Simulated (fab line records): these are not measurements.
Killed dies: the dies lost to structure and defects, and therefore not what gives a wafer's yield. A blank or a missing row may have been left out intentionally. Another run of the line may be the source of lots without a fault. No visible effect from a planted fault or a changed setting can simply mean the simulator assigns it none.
Matching of chambers    flow n5Finfet    rieDiel-06 running N5_BEOL_M2_STRIP_19: 4 sister chambers
The step strips in O2. 8 wafers are shown with their chamber, then 12 later ones without.

## WAFERS, EACH WITH ITS CHAMBER
wafer   chamber  drypumpMotorCurrentA (A)  showerheadPlenumPTorr (Torr)
L089.5  1        5.3                       2.14
L089.6  2        6.1                       2.04
L088.1  0        5.8                       2.06
L088.3  2        6.0                       2.05
L088.4  3        5.0                       2.07
L091.2  1        5.3                       2.14
L091.5  3        5.0                       2.06
L091.6  0        5.8                       2.06

## WAFERS WHOSE CHAMBER IS MISSING
wafer   drypumpMotorCurrentA (A)  showerheadPlenumPTorr (Torr)
L092.1  6.0                       2.04
L092.4  5.3                       2.14
L092.6  5.8                       2.06
L093.3  5.0                       2.06
L093.4  5.8                       2.05
L093.6  5.0                       2.06
L095.1  6.1                       2.04
L095.2  5.3                       2.14
L095.4  5.8                       2.05
L096.2  5.8                       2.05
L096.4  5.0                       2.06
L096.5  5.3                       2.14

## THE CHAMBER EACH PASSED THROUGH
wafer   from the rows above  in truth
L092.1  2                    2
L092.4  1                    1
L092.6  0                    0
L093.3  3                    3
L093.4  0                    0
L093.6  3                    3
L095.1  2                    2
L095.2  1                    1
L095.4  0                    0
L096.2  0                    0
L096.4  3                    3
L096.5  1                    1
Correct placement for 12 of the 12. From these rows, 0 cannot be placed. Number placed wrongly: 0.
How it was worked out, from the rows above alone: a wafer's distance from a chamber is the root of the sum, over the readings, of the square of ((its reading less the chamber's mean) divided by the reading's scatter). If the next closest chamber is less than 2 further off than the closest, the wafer can't be placed; otherwise it belongs to the closest. For every chamber, the mean is computed from those of its wafers that are shown. How the scatter is found: for the shown wafers, subtract from each reading the mean of its chamber, square and add these, divide the total by (wafers less chambers), then take the root.
